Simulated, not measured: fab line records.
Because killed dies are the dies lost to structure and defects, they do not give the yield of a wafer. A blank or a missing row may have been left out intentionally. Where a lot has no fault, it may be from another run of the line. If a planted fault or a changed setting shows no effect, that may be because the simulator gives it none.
fab line records	flow nand_harc
record: lots: 5	wafers: 14	last_day: 32
route steps=1302 shown A_BLC@1135 A_M0@1137 END@1302
lots with no fault: from the same line, run without faults
start_h: start of the lot's first displayed wafer, in hours after the record's first day	wait_h: hours elapsed since this lot's preceding step	" repeats the value in the row above	L1.1+2: a single row standing in for several wafers	- no value, or no start was given	* or withheld: withheld	< > ~ a bound
route shown NAME@n: names a module that has steps shown in the file, with the first one's number in the route	usual: average and standard deviation across the fault-free wafers	same: alike in all rows	chamber/n: place in a boat	sites: the reading at each site	_std_site: standard deviation across them	_edge_site: outer sites' mean less inner sites'	radius_mm: for every site, how far away it sits from the centre of the wafer	mask NAME#n: copy n	behind: the last tool/chamber to shape the wafer	hold: cause of the lot's hold/its duration in hours/its outcome	device: which transistor (n, p or np) failed to switch	end of line: tests run on the same wafers once the route is complete	step lacking rows: just its recipe	killed: count of dies lost to structure and defects at first sort (not the wafer's yield)	map: the dies of a wafer, with x for killed, . for not killed, _ for no die there
set.NAME: the run value of the setting; set.NAME@STEP: its run value at that earlier step	model.NAME: the simulator's own value behind a step, which no gauge read
lots at selected steps of the route; one table per step, one row per wafer
services: a tool's chamber out of use, with start hour (start_h, from the record's first day; less than 0 if before it), hours out, and reason
== steps ==
step: NHARC_A_BLC_SRD_27
step: NHARC_A_BLC_INSPECT_28
usual: raw_defect_count: 499/110
lot.wafer	tool	chamber	start_h	wait_h	raw_defect_count
L501.1	defect_inspect-01	-	551.53	0.1	405
L501.2	"	-	"	"	418
L501.3	"	-	"	"	352
L504.2	defect_inspect-02	-	558.05	0.1	431
L504.4	"	-	"	"	307
L504.6	"	-	"	"	378
L510.5	defect_inspect-01	-	630.62	0.1	386
L510.6	"	-	"	"	478
L512.3	defect_inspect-02	-	641.60	0.1	633
L512.4	"	-	"	"	577
L512.6	"	-	"	"	651
L519.1	defect_inspect-02	-	725.27	0.1	624
L519.3	"	-	"	"	614
L519.4	"	-	"	"	764
step: NHARC_A_M0_DEP_00
recipe: target_thk_a: 1500	target_thk_nm: 150	temp_c: withheld	pressure_torr: 5	flow_sccm: 200	rf_w: 600	material: SiOC
step: NHARC_A_M0_DEHYDRATE_01
recipe: temp_c: 150	time_s: 120
step: NHARC_A_M0_HMDS_02
recipe: time_s: 30
step: NHARC_A_M0_COAT_33
recipe: temp_c: 200	time_s: 65
step: NHARC_A_M0_COAT_03
recipe: spin_rpm: 1500	resist_thk_nm: 90
step: NHARC_A_M0_SOFTBAKE_04
recipe: temp_c: 105	time_s: 55
step: NHARC_A_M0_EBR_05
step: NHARC_A_M0_EXPOSE_06
recipe: na: 1.35	target_cd_nm: 80	dose_mj: 83.25	mask_id: A_M0
step: NHARC_A_M0_PEB_07
recipe: peb_temp_c: 100	peb_time_s: 65
step: NHARC_A_M0_DEVELOP_08
recipe: develop_time_s: 35	dev_temp_c: 23
usual: resist_line_temp_C: 23.01/0.11
lot.wafer	tool	chamber	start_h	wait_h	resist_line_temp_C
L501.1	litho_track-04	0	552	-	23.02
L501.2	"	0	"	"	23.05
L501.3	"	0	"	"	23.17
L504.2	litho_track-01	0	558	-	22.88
L504.4	"	0	"	"	22.86
L504.6	"	0	"	"	22.95
L510.5	litho_track-01	0	631	-	23.06
L510.6	"	0	"	"	23.02
L512.3	litho_track-06	0	642	-	23.09
L512.4	"	0	"	"	23.01
L512.6	"	0	"	"	23.03
L519.1	litho_track-04	0	725	-	22.83
L519.3	"	0	"	"	22.98
L519.4	"	0	"	"	23.04
step: NHARC_A_M0_CD_MEAS_09
recipe: target_cd_nm: 80	landing_energy_ev: 500
usual: cd_nm: 80.2/0.51
lot.wafer	tool	chamber	start_h	wait_h	cd_nm
L501.1	cd_sem-02	0	552.43	-	80.8
L501.2	"	0	"	"	80.9
L501.3	"	0	"	"	80.4
L504.2	cd_sem-03	0	558.95	-	80.5
L504.4	"	0	"	"	80.0
L504.6	"	0	"	"	80.0
L510.5	cd_sem-03	0	631.54	-	82.1
L510.6	"	0	"	"	81.5
L512.3	cd_sem-03	0	642.51	-	79.9
L512.4	"	0	"	"	79.8
L512.6	"	0	"	"	80.1
L519.1	cd_sem-03	0	726.04	-	80.7
L519.3	"	0	"	"	80.6
L519.4	"	0	"	"	80.4
step: NHARC_A_M0_OVL_MEAS_10
recipe: pitch_nm: 160
usual: overlay_x_nm: 0.3/0.76	overlay_y_nm: 0.1/0.63
lot.wafer	tool	chamber	start_h	wait_h	overlay_x_nm	overlay_y_nm
L501.1	overlay-01	-	552.51	-	0.0	0.0
L501.2	"	-	"	"	0.3	-0.1
L501.3	"	-	"	"	0.4	-0.2
L504.2	overlay-01	-	559.03	-	1.1	0.7
L504.4	"	-	"	"	1.2	0.4
L504.6	"	-	"	"	0.9	-0.4
L510.5	overlay-02	-	631.62	-	2.5	1.2
L510.6	"	-	"	"	1.6	0.7
L512.3	overlay-01	-	642.60	-	-0.8	0.2
L512.4	"	-	"	"	-0.9	0.2
L512.6	"	-	"	"	-0.6	0.5
L519.1	overlay-01	-	726.13	-	0.1	0.4
L519.3	"	-	"	"	-0.4	1.0
L519.4	"	-	"	"	-0.6	0.3
step: NHARC_A_M0_INSPECT_11
usual: raw_defect_count: 87/28
lot.wafer	tool	chamber	start_h	wait_h	raw_defect_count
L501.1	defect_inspect-02	-	552.55	0.0	17
L501.2	"	-	"	"	16
L501.3	"	-	"	"	18
L504.2	defect_inspect-02	-	559.07	0.0	33
L504.4	"	-	"	"	31
L504.6	"	-	"	"	30
L510.5	defect_inspect-02	-	631.66	0.0	74
L510.6	"	-	"	"	68
L512.3	defect_inspect-01	-	642.63	0.0	73
L512.4	"	-	"	"	57
L512.6	"	-	"	"	70
L519.1	defect_inspect-02	-	726.17	0.0	88
L519.3	"	-	"	"	129
L519.4	"	-	"	"	107
step: NHARC_A_M0_DESCUM_14
recipe: time_s: 3	o2_flow_sccm: 200	ar_flow_sccm: 0	bias_power_w: 0	chemistry: O2
usual: drypump_motor_current_A: 5.6/0.46	o2_flow_sccm: 200.0/0.61	oes_product_au: 1.000/0.0076	rf_vpp_V: 57.7/0.9	showerhead_plenum_p_Torr: 1.93/0.088	throttle_valve_pct: 11.310/0.0093
lot.wafer	tool	chamber	start_h	wait_h	drypump_motor_current_A	o2_flow_sccm	oes_product_au	rf_hours_counter_h	rf_vpp_V	showerhead_plenum_p_Torr	throttle_valve_pct	model.A_M0.cd_nm
L501.2	rie_diel-10	2	552.61	0.1	5.9	200.7	0.996	5.9	56.0	1.79	11.293	80.47
L501.3	"	0	"	"	5.7	199.8	0.977	5.4	57.3	1.96	11.307	80.23
L501.1	"	1	"	"	5.1	199.3	0.992	5.9	57.5	1.93	11.308	80.26
L504.4	rie_diel-10	3	559.14	0.1	5.0	199.4	0.994	6.0	58.6	1.83	11.331	79.52
L504.2	"	1	"	"	5.1	199.1	0.992	6.1	57.3	1.93	11.324	80.75
L504.6	"	2	"	"	5.9	200.4	0.995	-	58.0	1.79	11.301	79.84
L510.6	rie_diel-10	0	631.75	0.1	5.6	200.1	0.997	-	57.1	1.95	11.301	82.1
L510.5	"	1	"	"	5.1	200.2	0.992	-	57.6	1.93	11.323	82.07
L512.3	rie_diel-10	1	642.70	0.1	5.1	200.1	0.996	1.6	57.1	1.93	11.313	79.87
L512.4	"	3	"	"	5.0	200.1	1.010	1.4	57.3	1.83	11.294	79.44
L512.6	"	0	"	"	5.6	200.7	1.001	-	57.9	1.95	11.299	80.33
L519.3	rie_diel-07	2	726.23	0.1	5.6	200.9	0.994	4.2	58.9	2.00	11.299	80.66
L519.4	"	3	"	"	5.8	199.9	1.005	3.4	56.2	2.04	11.307	80.74
L519.1	"	0	"	"	5.2	200.0	1.009	2.9	56.9	2.03	11.317	80.64
step: NHARC_A_M0_ETCH_34
recipe: target_depth_a: 400	overetch_a: 120	time_s: 43.94	ion_energy_ev: 200	n2_flow_sccm: 150	h2_flow_sccm: 150	ar_flow_sccm: 0	rf_w: 400	bias_w: 150	chemistry: N2/H2
usual: drypump_motor_current_A: 5.6/0.48	oes_product_au: 1.001/0.0071	rf_vpp_V: 430.6/2.8	showerhead_plenum_p_Torr: 2.05/0.097	throttle_valve_pct: 14.171/0.0081
lot.wafer	tool	chamber	start_h	wait_h	drypump_motor_current_A	oes_product_au	rf_hours_counter_h	rf_vpp_V	showerhead_plenum_p_Torr	throttle_valve_pct
L501.3	rie_diel-10	1	552.70	0.1	5.1	1.000	5.9	429.1	2.06	14.163
L501.2	"	2	"	"	5.9	0.994	6.0	425.8	1.91	14.166
L501.1	"	3	"	"	5.0	1.003	5.9	428.5	1.95	14.183
L504.2	rie_diel-10	0	559.23	0.1	5.6	0.997	5.6	431.9	2.09	14.170
L504.4	"	1	"	"	5.1	1.000	6.1	432.0	2.06	14.169
L504.6	"	2	"	"	5.9	0.996	-	426.6	1.91	14.166
L510.5	rie_diel-10	0	631.83	0.1	5.7	1.012	-	431.5	2.08	14.174
L510.6	"	1	"	"	5.1	1.004	-	430.5	2.06	14.170
L512.4	rie_diel-10	1	642.78	0.1	5.1	1.003	1.6	430.5	2.06	14.161
L512.3	"	0	"	"	5.6	1.008	1.5	431.1	2.08	14.190
L512.6	"	1	"	"	5.1	1.008	-	430.0	2.06	14.160
L519.3	rie_diel-07	0	726.32	0.1	5.2	0.999	2.9	433.4	2.17	14.180
L519.1	"	1	"	"	6.6	1.000	3.7	427.2	1.94	14.169
L519.4	"	2	"	"	5.6	0.992	4.2	433.2	2.14	14.175
step: NHARC_A_M0_ETCH_15
recipe: target_depth_a: 1500	overetch_a: 150	time_s: 82.5	c4f8_flow_sccm: withheld	ar_flow_sccm: 400	rf_w: 600	bias_w: 300	chemistry: C4F8/Ar
usual: oes_product_au: 0.945/0.022	rf_vpp_V: 441.2/2.8
lot.wafer	tool	chamber	start_h	wait_h	oes_product_au	rf_hours_counter_h	rf_vpp_V	model.A_M0.cd_nm
L501.1	rie_diel-10	1	-	-	0.942	6.0	441.4	80.12
L501.2	"	2	"	"	0.933	6.0	435.9	80.47
L501.3	"	3	"	"	0.926	5.9	438.0	80.02
L504.2	rie_diel-10	3	-	-	0.927	6.1	439.4	80.87
L504.4	"	1	"	"	0.928	6.1	441.5	79.51
L504.6	"	3	"	"	0.923	-	438.6	79.86
L510.5	rie_diel-10	3	-	-	0.930	-	438.3	82.05
L510.6	"	0	"	"	0.931	-	442.1	82.23
L512.3	rie_diel-10	1	-	-	0.960	1.7	443.0	79.58
L512.4	"	2	"	"	0.971	1.6	437.3	79.43
L512.6	"	0	"	"	0.955	-	442.3	80.43
L519.4	rie_diel-07	0	-	-	0.933	2.9	444.1	80.55
L519.1	"	2	"	"	0.928	4.2	443.5	80.46
L519.3	"	3	"	"	0.926	3.4	446.8	80.62
step: NHARC_A_M0_CD_MEAS_16
usual: cd_nm: 80.1/0.67
lot.wafer	tool	chamber	start_h	wait_h	cd_nm
L501.1	cd_sem-01	-	552.91	-	79.9
L501.2	"	-	"	"	80.6
L501.3	"	-	"	"	80.1
L504.2	cd_sem-02	-	559.43	-	80.7
L504.4	"	-	"	"	79.6
L504.6	"	-	"	"	79.6
L510.5	cd_sem-03	-	632.03	-	82.1
L510.6	"	-	"	"	82.1
L512.3	cd_sem-03	-	643.00	-	79.6
L512.4	"	-	"	"	79.3
L512.6	"	-	"	"	80.5
L519.1	cd_sem-01	-	726.53	-	81.0
L519.3	"	-	"	"	80.7
L519.4	"	-	"	"	80.7
step: NHARC_END_SORT_01
recipe: temp_c: 25
usual: defect_limited_yield: 90.1/2.4	killed_at_array: 62/16	killed_at_other: 0.8/1.1	killed_at_periphery: 4/3.2	killed_dies: 67/16	killed_open: 3.5/1.9	killed_short: 2.1/1.5
same: gross_dies: 677
lot.wafer	tool	chamber	start_h	wait_h	defect_limited_yield[%]	killed_at_array	killed_at_other	killed_at_periphery	killed_dies	killed_open	killed_short
L504.2	prober-02	0	602.69	2.8	94.7	32	0	4	36	5	0
L504.4	prober-02	0	604.30	3.4	95.4	26	2	3	31	3	5
L504.6	prober-02	0	605.92	4.0	94.1	35	0	5	40	8	3
L510.5	prober-01	0	683.17	3.7	91.9	48	1	6	55	4	1
killed by level:class
L504.2 A_STAIRCASE:chamber_film_flake=11 A_CHANNEL_HOLE_D2:chamber_film_flake=8 A_CHANNEL_HOLE_D1:chamber_film_flake=4 A_DECK1_JOINT:chamber_film_flake=2 A_CHANNEL_FILL_D2:chamber_film_flake=2 A_CONTACT:chamber_film_flake=2 P_M0:geometric_particle:open=1 P_M2:geometric_particle:open=1
L504.4 A_CHANNEL_HOLE_D2:chamber_film_flake=9 A_CHANNEL_HOLE_D1:chamber_film_flake=5 P_CONTACT:geometric_particle:open=3 A_STAIRCASE:chamber_film_flake=3 A_CONTACT:chamber_film_flake=2 THIN_TSV:chamber_film_flake=2 A_CHANNEL_FILL_D1:geometric_particle:short=1 A_DECK1_JOINT:geometric_particle:short=1
L504.6 A_CHANNEL_HOLE_D2:chamber_film_flake=9 A_STAIRCASE:chamber_film_flake=5 A_CONTACT:chamber_film_flake=5 A_CHANNEL_FILL_D2:geometric_particle:open=3 P_CONTACT:geometric_particle:open=2 A_WL_FILL:geometric_particle:open=2 P_GATE:chamber_film_flake=2 A_CHANNEL_HOLE_D1:chamber_film_flake=2
L510.5 A_CHANNEL_HOLE_D1:chamber_film_flake=29 A_SLIT:chamber_film_flake=4 A_CHANNEL_HOLE_D2:chamber_film_flake=3 P_STI:chamber_film_flake=2 P_GATE:chamber_film_flake=2 A_DECK1_JOINT:chamber_film_flake=2 A_STAIRCASE:chamber_film_flake=2 A_CONTACT:chamber_film_flake=2
== services ==
tool	chamber	start_h	hours	kind
litho_track-06	-	529.00	7.0	pm
rie_diel-10	0	551.04	-	clean
rie_diel-10	1	551.04	-	clean
rie_diel-10	2	551.04	-	clean
rie_diel-10	3	551.04	-	clean
litho_track-04	-	553.00	7.0	pm
rie_diel-10	0	575.54	-	clean
rie_diel-10	1	575.54	-	clean
rie_diel-10	2	575.54	-	clean
rie_diel-10	3	575.54	-	clean
rie_diel-10	-	596.54	9.0	pm
rie_diel-10	0	596.54	9.0	vent_cycle
rie_diel-10	1	596.54	9.0	vent_cycle
rie_diel-10	2	596.54	9.0	vent_cycle
rie_diel-10	3	596.54	9.0	vent_cycle
rie_diel-10	0	605.54	-	clean
rie_diel-10	1	605.54	-	clean
rie_diel-10	2	605.54	-	clean
rie_diel-10	3	605.54	-	clean
rie_diel-10	0	630.04	-	clean
rie_diel-07	-	648.20	9.0	pm
litho_track-01	-	680.00	7.0	pm
litho_track-06	-	704.00	7.0	pm
rie_diel-10	1	713.57	7.9	repair
== key ==
first_sign: step: NHARC_A_M0_CD_MEAS_09	reading: cd_nm	direction: up	sigmas: 3.1	usual: 80.2	struck: 81.8	through: control_loop
effect: step: NHARC_A_M0_CD_MEAS_16	reading: cd_nm	direction: up	sigmas: 2.9	usual: 80.1	struck: 82.1	through: control_loop
model_effect: step: NHARC_A_M0_DESCUM_14	value: A_M0.cd_nm	without: 80.59	struck: 82.09
model_effect: step: NHARC_A_M0_ETCH_15	value: A_M0.cd_nm	without: 80.64	struck: 82.14
met_at NHARC_A_M0_DEVELOP_08
struck_wafers L510.5,L510.6
loop_trim: step: NHARC_A_M0_EXPOSE_06	setting: dose	lots: L510
onset_between 558 631
earlier_fault: kind: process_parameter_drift	tool: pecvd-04	chamber: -	onset_h: 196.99	steps: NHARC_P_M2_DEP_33	channel: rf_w	offset: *	shape: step	acts_in: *	stated: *
fault: kind: process_parameter_drift	tool: litho_track-01	chamber: -	onset_h: 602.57	steps: NHARC_A_M0_DEVELOP_08	channel: develop_time_s	offset: *	shape: step	acts_in: *	stated: *
loop_trim: a control loop set the setting to another value than it would have without faults
